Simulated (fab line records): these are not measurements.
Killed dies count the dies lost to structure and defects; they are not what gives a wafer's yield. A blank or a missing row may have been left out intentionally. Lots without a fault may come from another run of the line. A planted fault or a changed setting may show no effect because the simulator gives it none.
Chamber matching + flow n5_finfet + rie_diel-03 running N5_BEOL_M15_ETCH_57: 4 sister chambers
The step etches SOC in N2/H2, time 750 s. 4 wafers are shown with their chamber, then 7 later ones without.

WAFERS PAIRED WITH THEIR CHAMBERS
| wafer  | chamber | showerhead_plenum_p_Torr (Torr) |
|--------|---------|---------------------------------|
| L884.2 | 3       | 2.70                            |
| L890.1 | 0       | 2.51                            |
| L893.1 | 1       | 2.42                            |
| L893.2 | 2       | 2.61                            |

WAFERS MISSING THEIR CHAMBER
| wafer  | showerhead_plenum_p_Torr (Torr) |
|--------|---------------------------------|
| L893.5 | 2.61                            |
| L895.2 | 2.42                            |
| L895.3 | 2.60                            |
| L895.6 | 2.60                            |
| L897.1 | 2.60                            |
| L897.4 | 2.50                            |
| L897.5 | 2.50                            |

WHICH CHAMBER EACH ONE RAN IN
| wafer  | from the rows above | in truth |
|--------|---------------------|----------|
| L893.5 | 2                   | 2        |
| L895.2 | 1                   | 1        |
| L895.3 | 2                   | 2        |
| L895.6 | 2                   | 2        |
| L897.1 | 2                   | 2        |
| L897.4 | 0                   | 0        |
| L897.5 | 0                   | 0        |
Correctly placed: 7 of 7. Not placeable from these rows: 0. 0 placed wrongly.
How it was worked out, from the rows above alone: a wafer's distance from a chamber is the root of the sum, over the readings, of the square of ((its reading less the chamber's mean) divided by the reading's scatter). If the next closest chamber is less than 2 further off than the closest, the wafer can't be placed; otherwise it belongs to the closest. Each chamber's mean is taken over the wafers shown for it. The scatter: with one shown wafer a chamber, the root of the mean of the squares of how far each hidden wafer lies from its nearest shown one.
